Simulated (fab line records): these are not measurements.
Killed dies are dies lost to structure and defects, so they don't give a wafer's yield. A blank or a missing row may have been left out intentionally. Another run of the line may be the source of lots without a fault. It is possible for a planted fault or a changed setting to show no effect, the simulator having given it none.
fab line records | flow n5_finfet
[record] lots = 11 wafers = 29 last_day = 18
route steps=1938 shown STI_FIN_REVEAL@184 DUMMY_GATE@218 BEOL_M4@1111 PASSIVATION@1936
lots that met no fault: from a run of the same line without faults
start_h: the number of hours between the record's first day and the start of the first shown wafer of the lot | wait_h: time in hours since the lot's previous step | " identical to the entry in the row above | L1.1+2: a row that stands for several wafers | - either no value or no given start | * or withheld: withheld | < > ~ a bound
route shown NAME@n: NAME is a module with steps in the file, n the number in the route of the first one | usual: mean/standard deviation of fault-free wafers | same: alike in all rows | chamber/n: place in a boat | sites: per-site readings | _std_site: the values' standard deviation | _edge_site: outer sites' mean less inner sites' | radius_mm: for every site, how far away it sits from the centre of the wafer | mask NAME#n: copy n | behind: the last tool/chamber to shape the wafer | hold: cause of the lot's hold/its duration in hours/its outcome | device: transistor that didn't switch, given as n, p or np | end of line: tests run on the same wafers once the route is complete | where a step has no rows: the recipe by itself | killed: count of dies lost to structure and defects at first sort (not the wafer's yield) | map: a wafer's dies, marking killed ones x, the rest . and places with no die _
set.NAME: the setting the step ran with; set.NAME@STEP: the setting that earlier step ran with | model.NAME: the simulator's own value behind a step, which no gauge read
route steps across a sampled set of lots; one table per step, one row per wafer
services: from which hour (start_h, from the record's first day; less than 0 if before it) a tool's chamber was out of use, for how many hours, and why
[[steps]]
[step N5_STI_FIN_REVEAL_ALD_14]
[recipe] material = Si3N4 target_thk_a = 30 temp_c = 400 ald_precursor_family = SiH2I2 ald_co_reactant = N2/H2-plasma pressure_torr = 2
[usual] heater_power_outer_w = 531/66 heater_power_w = 855/110
// columns lot.wafer tool chamber start_h wait_h heater_power_outer_w heater_power_w
L508.4 ald_sin-02 1 27.99 0.0 565 944
L508.6 " 3 " " 590 949
L510.2 ald_sin-04 2 40.75 0.0 585 916
L510.3 " 0 " " 617 925
L512.1 ald_sin-01 2 51.73 0.0 555 952
L512.4 " 0 " " 520 793
L512.5 " 1 " " 638 1021
L513.3 ald_sin-04 2 58.51 0.0 567 924
L513.4 " 0 " " 621 936
L513.6 " 3 " " 415 727
L515.2 ald_sin-04 3 71.86 0.0 419 719
L515.3 " 0 " " 610 948
L515.5 " 3 " " 409 731
L517.5 ald_sin-02 3 83.94 0.1 586 991
L517.6 " 0 " " 443 683
L518.2 ald_sin-02 3 88.53 0.0 572 978
L518.4 " 0 " " 433 688
L518.6 " 3 " " 575 967
L524.1 ald_sin-04 1 123.74 0.0 516 849
L524.3 " 2 " " 592 894
L524.5 " 0 " " 617 952
L525.1 ald_sin-02 3 131.36 0.0 594 982
L525.2 " 0 " " 440 682
L525.4 " 1 " " 575 960
L527.1 ald_sin-04 3 142.77 0.0 425 716
L527.5 " 1 " " 525 858
L527.6 " 0 " " 622 943
L531.2 ald_sin-01 1 167.61 0.0 610 982
L531.4 " 2 " " 515 936
[step N5_STI_FIN_REVEAL_PRECLEAN_29]
[recipe] chemistry = DHF time_s = 30 temp_c = 25 dilution = 300:1
// columns lot.wafer tool chamber start_h wait_h
L508.4+6 wet_bench-04 7,5 33.92 0.0
L510.2+3 wet_bench-05 5,6 47.24 0.0
L512.1+4+5 wet_bench-03 5,4,3 58.19 0.0
L513.3+4+6 wet_bench-04 2,3,0 64.36 0.0
L515.2+3+5 wet_bench-04 6,3,1 77.83 0.0
L517.5+6 wet_bench-03 3,1 89.70 0.0
L518.2+4+6 wet_bench-05 4,3,6 94.61 0.0
L524.1+3+5 wet_bench-03 2,4,3 129.80 0.0
L525.1+2+4 wet_bench-04 1,7,2 137.14 0.0
L527.1+5+6 wet_bench-04 1,3,2 148.56 0.0
L531.2+4 wet_bench-05 7,6 173.50 0.0
[step N5_STI_FIN_REVEAL_CD_MEAS_22]
[recipe] target_cd_nm = 6.238 pitch_nm = 28 polarity = line
[usual] cd_nm = 6.25/0.29
// columns lot.wafer tool chamber start_h wait_h cd_nm
L508.4 cd_sem-02 - 36.69 0.0 6.12
L508.6 " - " " 5.77
L510.2 cd_sem-03 - 49.98 0.0 5.79
L510.3 " - " " 6.13
L512.1 cd_sem-03 - 60.91 0.0 6.40
L512.4 " - " " 6.62
L512.5 " - " " 6.36
L513.3 cd_sem-03 - 67.09 0.0 6.12
L513.4 " - " " 6.05
L513.6 " - " " 6.53
L515.2 cd_sem-02 - 80.56 0.0 6.18
L515.3 " - " " 6.46
L515.5 " - " " 6.01
L517.5 cd_sem-01 - 92.49 0.0 5.88
L517.6 " - " " 6.08
L518.2 cd_sem-02 - 97.34 0.0 6.00
L518.4 " - " " 6.04
L518.6 " - " " 6.60
L524.1 cd_sem-01 - 132.52 0.0 6.26
L524.3 " - " " 6.22
L524.5 " - " " 6.31
L525.1 cd_sem-03 - 140.16 0.0 6.14
L525.2 " - " " 5.85
L525.4 " - " " 5.85
L527.1 cd_sem-02 - 151.29 0.0 6.28
L527.5 " - " " 6.46
L527.6 " - " " 6.47
L531.2 cd_sem-03 - 176.27 0.0 6.13
L531.4 " - " " 6.00
[step N5_STI_FIN_REVEAL_INSPECT_13]
[recipe] inspect_instrument = darkfield mode = post_clean
[usual] raw_defect_count = 11/5.1
// columns lot.wafer tool chamber start_h wait_h raw_defect_count
L508.4 defect_inspect-01 - 36.80 0.0 5
L508.6 " - " " 9
L510.2 defect_inspect-01 - 50.10 0.0 14
L510.3 " - " " 21
L512.1 defect_inspect-01 - 61.02 0.0 13
L512.4 " - " " 13
L512.5 " - " " 13
L513.3 defect_inspect-01 - 67.20 0.0 11
L513.4 " - " " 7
L513.6 " - " " 15
L515.2 defect_inspect-01 - 80.69 0.0 14
L515.3 " - " " 36
L515.5 " - " " 11
L517.5 defect_inspect-02 - 92.60 0.0 6
L517.6 " - " " 11
L518.2 defect_inspect-01 - 97.45 0.0 7
L518.4 " - " " 20
L518.6 " - " " 13
L524.1 defect_inspect-01 - 132.64 0.0 20
L524.3 " - " " 11
L524.5 " - " " 7
L525.1 defect_inspect-02 - 140.29 0.0 379
L525.2 " - " " 374
L525.4 " - " " 377
L527.1 defect_inspect-01 - 151.41 0.0 368
L527.5 " - " " 403
L527.6 " - " " 369
L531.2 defect_inspect-01 - 176.39 0.0 8
L531.4 " - " " 13
[step N5_DUMMY_GATE_CMP_04]
[recipe] material = a-Si post_cmp_clean = alkaline_brush
[usual] motor_current_A = 9.8/1.3 slurry_filter_dp_kPa = 13.49/0.14 time_to_endpoint_s = 14/3.7
// columns lot.wafer tool chamber start_h wait_h motor_current_A slurry_filter_dp_kPa time_to_endpoint_s
L508.4 cmp-03 3 41.79 0.0 9.5 13.53 16
L508.6 " 3 " " 9.2 13.42 15
L510.3 cmp-01 1 54.21 0.1 12.0 13.26 11
L510.2 " 2 " " 9.8 13.32 19
L512.1 cmp-03 2 64.96 0.0 12.4 13.56 15
L512.4 " 3 " " 9.5 13.48 14
L512.5 " 2 " " 12.5 13.64 14
L513.4 cmp-01 2 71.20 0.1 10.0 13.50 19
L513.3 " 3 " " 8.1 13.60 14
L513.6 " 1 " " 11.6 13.40 9
L515.3 cmp-03 0 84.63 0.0 9.7 13.36 19
L515.2 " 2 " " 12.2 13.36 12
L515.5 " 0 " " 9.3 13.74 17
L517.5 cmp-03 0 96.68 0.2 9.5 13.60 20
L517.6 " 1 " " 8.9 13.51 20
L518.4 cmp-04 0 101.83 0.1 9.7 13.77 18
L518.2 " 1 " " 8.6 13.37 17
L518.6 " 0 " " 10.1 13.64 17
L524.1 cmp-01 1 136.65 0.0 11.8 13.58 11
L524.3 " 2 " " 10.0 13.45 16
L524.5 " 2 " " 10.2 13.57 18
L525.2 cmp-01 3 144.22 0.0 8.2 13.65 17
L525.4 " 0 " " 8.8 13.58 11
L525.1 " 2 " " 9.7 13.48 20
L527.1 cmp-01 3 157.28 0.1 8.6 13.36 11
L527.5 " 0 " " 8.8 13.63 7
L527.6 " 1 " " 12.2 13.55 7
L531.4 cmp-01 3 180.36 0.1 8.5 13.41 13
L531.2 " 1 " " 12.4 13.48 11
[step N5_BEOL_M4_RC_MEAS_101]
[usual] DIBL_N = 36.1/2 DIBL_P = 36.3/2.5 IOFF_N = 0.16/0.037 IOFF_P = 0.21/0.039 ION_N = 678/15 ION_P = 465/8.7 SS_N = 71.4/0.7 SS_P = 73.3/0.74 VT_N = 249/3.6 VT_P = -250.0/2.9
// columns lot.wafer tool chamber start_h wait_h DIBL_N[mV/V] DIBL_P[mV/V] IOFF_N[nA/um] IOFF_P[nA/um] ION_N[uA/um] ION_P[uA/um] SS_N[mV/dec] SS_P[mV/dec] VT_N[mV] VT_P[mV]
L508.4 prober-01 0 162.15 0.5 35.5 36.4 0.16 0.26 669 475 72.2 73.6 251 -243.3
L508.6 " 0 " " 33.2 33.5 0.11 0.20 649 462 71.1 72.7 257 -247.6
L510.2 prober-01 0 191.52 0.2 35.7 35.4 0.14 0.17 675 457 70.6 73.0 254 -255.2
L510.3 " 0 " " 37.6 37.8 0.18 0.22 674 460 72.1 74.7 249 -249.7
L512.1 prober-01 0 195.83 0.0 37.2 35.6 0.17 0.23 688 472 71.7 74.1 249 -251.1
L512.4 " 0 " " 39.2 36.4 0.20 0.25 681 459 72.3 73.8 247 -249.6
L512.5 " 0 " " 38.7 36.8 0.18 0.26 688 473 72.6 73.2 249 -251.2
L513.3 prober-02 0 198.11 0.3 36.2 37.4 0.16 0.21 679 463 71.7 73.2 249 -253.5
L513.4 " 0 " " 34.6 35.8 0.13 0.18 671 466 71.1 72.5 256 -253.8
L513.6 " 0 " " 37.3 39.0 0.19 0.23 688 467 72.2 74.0 250 -251.7
L515.2 prober-02 0 199.78 0.2 32.3 30.4 0.09 0.14 653 459 70.1 71.2 257 -253.7
L515.3 " 0 " " 34.5 33.9 0.12 0.18 666 465 71.4 73.0 251 -250.1
L515.5 " 0 " " 37.8 38.5 0.17 0.25 672 467 71.9 73.8 248 -247.8
L517.5 prober-01 0 234.30 0.6 33.9 33.0 0.12 0.17 663 464 71.1 72.9 255 -251.0
L517.6 " 0 " " 37.4 38.3 0.17 0.26 678 469 71.9 74.4 249 -245.3
L518.2 prober-02 0 238.91 0.2 34.5 33.9 0.13 0.19 677 467 71.6 73.5 249 -249.3
L518.4 " 0 " " 36.6 35.8 0.16 0.22 685 462 72.0 73.9 246 -250.9
L518.6 " 0 " " 36.0 35.6 0.16 0.21 683 465 71.9 73.1 247 -249.6
L524.1 prober-02 0 283.95 0.0 32.4 32.2 0.11 0.13 660 448 70.8 71.7 252 -256.9
L524.3 " 0 " " 35.0 36.2 0.15 0.18 670 458 71.6 73.5 250 -254.3
L524.5 " 0 " " 32.9 34.0 0.13 0.16 675 461 70.4 71.8 248 -254.9
L525.1 prober-02 0 299.15 0.0 35.3 36.6 0.15 0.21 654 456 71.2 73.1 252 -249.0
L525.2 " 0 " " 33.8 34.2 0.13 0.19 668 469 69.8 71.9 254 -251.1
L525.4 " 0 " " 34.1 34.7 0.14 0.19 674 473 70.5 71.9 251 -250.6
L527.1 prober-02 0 308.27 0.0 34.5 35.3 0.15 0.20 690 476 71.0 72.5 249 -250.5
L527.5 " 0 " " 38.5 40.9 0.22 0.27 704 481 71.8 73.7 245 -248.8
L527.6 " 0 " " 34.3 35.2 0.13 0.19 660 453 70.8 72.5 252 -249.1
L531.2 prober-02 0 313.26 0.2 34.2 34.1 0.13 0.18 676 466 70.1 73.3 251 -251.3
L531.4 " 0 " " 36.9 37.5 0.16 0.23 672 468 71.6 74.1 251 -249.1
[step N5_PASSIVATION_PROBE_49]
[usual] defect_limited_yield = 91.1/1.3 killed_at_M0_to_M3 = 32/9.7 killed_at_M4_up = 16/6 killed_at_contacts = 12/5.9 killed_at_front_end = 41/11 killed_at_other = 4/3.1 killed_dies = 104/16 killed_on_rim = 14/4 killed_open = 68/12 killed_short = 34/7.4 sort_bin_5_function = 5.1/0.85 sort_bin_6_memory = 3.3/0.66 sort_bin_8_speed = 0.1/0.53 sort_n_pass = 1075/16 sort_yield_pct = 91.1/1.4
[same] gross_dies = 1180 killed_at_back_side = 0 sort_bin_4_leakage[%] = 0
// columns lot.wafer tool chamber start_h wait_h defect_limited_yield[%] killed_at_M0_to_M3 killed_at_M4_up killed_at_contacts killed_at_front_end killed_at_other killed_dies killed_on_rim killed_open killed_short sort_bin_5_function[%] sort_bin_6_memory[%] sort_bin_8_speed[%] sort_n_pass sort_yield_pct[%]
L525.1 prober-01 - 399.94 0.0 88.3 17 22 7 92 0 138 22 53 25 8.3 2.4 0 1042 88.3
L525.2 prober-01 - 399.99 0.1 87.2 26 17 11 93 4 151 31 61 36 6.0 4.8 0 1029 87.2
L525.4 prober-01 - 400.09 0.2 89.6 16 12 5 87 3 123 27 40 26 6.7 2.8 0 1057 89.6
L527.1 prober-01 - 425.29 0.0 85.8 25 6 17 116 3 167 33 79 26 8.6 4.4 0 1013 85.8
L527.5 prober-01 - 425.49 0.2 85.6 41 14 4 108 3 170 29 65 40 7.2 4.5 0 1010 85.6
L527.6 prober-01 - 425.54 0.3 86.4 40 7 9 102 3 161 30 65 41 7.7 4.5 0 1019 86.4
// killed by level:class
L525.1 STI_FIN_REVEAL:unspecified=59 BEOL_M3:geometric_particle:open=7 FIN_SAQP:geometric_particle:short=6 BEOL_M4:geometric_particle:open=6 MOL_CONTACT_COAG:geometric_particle:open=5 BEOL_M2:geometric_particle:open=5 STARTING-WAFER:geometric_particle:open=5 DUMMY_GATE:geometric_particle:open=4
L525.2 STI_FIN_REVEAL:unspecified=44 STI_FIN_REVEAL:geometric_particle:open=12 HKMG_FIN:area_etch=10 BEOL_M4:geometric_particle:open=8 MOL_CONTACT_COAG:geometric_particle:open=7 BEOL_M0_SAQP:geometric_particle:open=7 DUMMY_GATE:geometric_particle:open=6 BEOL_M3:geometric_particle:open=5
L525.4 STI_FIN_REVEAL:unspecified=56 FIN_SAQP:geometric_particle:short=9 DUMMY_GATE:geometric_particle:open=7 MOL_CONTACT_COAG:geometric_particle:open=4 BEOL_M3:geometric_particle:open=4 GATE_CUT:geometric_particle:short=3 BEOL_M1:geometric_particle:open=3 BEOL_M3:geometric_particle:short=3
L527.1 STI_FIN_REVEAL:unspecified=61 MOL_CONTACT_COAG:geometric_particle:open=15 FIN_SAQP:geometric_particle:open=10 BEOL_M0_SAQP:geometric_particle:open=9 STI_FIN_REVEAL:geometric_particle:open=8 DUMMY_GATE:geometric_particle:open=7 BEOL_M3:geometric_particle:open=6 FIN_SAQP:geometric_particle:short=5
L527.5 STI_FIN_REVEAL:unspecified=55 BEOL_M0_SAQP:geometric_particle:short=13 FIN_SAQP:geometric_particle:open=11 HKMG_FIN:area_etch=9 BEOL_M3:geometric_particle:open=8 BEOL_M0_SAQP:geometric_particle:open=7 BEOL_M2:geometric_particle:open=6 BEOL_M4:geometric_particle:open=6
L527.6 STI_FIN_REVEAL:unspecified=53 BEOL_M0_SAQP:geometric_particle:short=11 FIN_SAQP:geometric_particle:open=9 FIN_SAQP:geometric_particle:short=9 BEOL_M0_SAQP:geometric_particle:open=9 STI_FIN_REVEAL:geometric_particle:open=8 BEOL_M3:geometric_particle:open=7 GATE_CUT:geometric_particle:open=6
[[services]]
// columns tool chamber start_h hours kind
ald_sin-02 0 8.89 - clean
ald_sin-02 1 8.89 - clean
ald_sin-02 2 8.89 - clean
ald_sin-01 - 13.20 0.2 repair
cmp-04 - 19.78 7.2 pm
cmp-01 - 29.83 6.7 pm
ald_sin-02 0 32.51 4.6 repair
ald_sin-02 2 34.51 14.3 repair
cmp-01 - 36.79 7.5 pm
cmp-01 - 47.67 1.3 repair
cmp-01 - 50.60 1.9 repair
cmp-04 - 53.53 2.8 repair
ald_sin-02 - 53.80 2.8 pm
cmp-04 - 80.10 20.2 pm
ald_sin-01 - 85.25 14.0 pm
ald_sin-02 - 93.19 0.3 repair
wet_bench-05 - 113.79 1.9 pm
cmp-03 - 119.44 0.9 repair
cmp-04 - 140.74 4.0 pm
cmp-01 - 147.27 0.3 repair
cmp-01 - 151.92 1.6 repair
ald_sin-01 - 157.80 2.8 pm
ald_sin-02 - 164.05 2.8 repair
cmp-04 - 171.47 3.7 pm
[[key]]
[first_sign] step = N5_STI_FIN_REVEAL_INSPECT_13 reading = raw_defect_count direction = up sigmas = 72 usual = 11 struck = 378
[effect] step = N5_PASSIVATION_PROBE_49 reading = killed_at_front_end direction = up sigmas = 5.5 usual = 41 struck = 100
[more_kills_born_at] N5_STI_FIN_REVEAL_PRECLEAN_29@wet_bench-04 = 328
met_at N5_STI_FIN_REVEAL_PRECLEAN_29
struck_lots L525,L527
[baseline_loss] step = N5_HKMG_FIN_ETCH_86 wafers = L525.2
not_acting_at N5_STI_FIN_REVEAL_ALD_14,N5_STI_FIN_REVEAL_CD_MEAS_22,N5_DUMMY_GATE_CMP_04
onset_between 77.83 137.14
[fault] kind = chamber_particle_source tool = wet_bench-04 chamber = - onset_h = 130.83 steps = N5_STI_FIN_REVEAL_PRECLEAN_29 rate_per_visit_cm2 = 0.57681 end_h = 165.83
// baseline_loss: these wafers lose ten dies or more at that step, a loss of the line's own and not of a fault; the sort's usual values leave them out
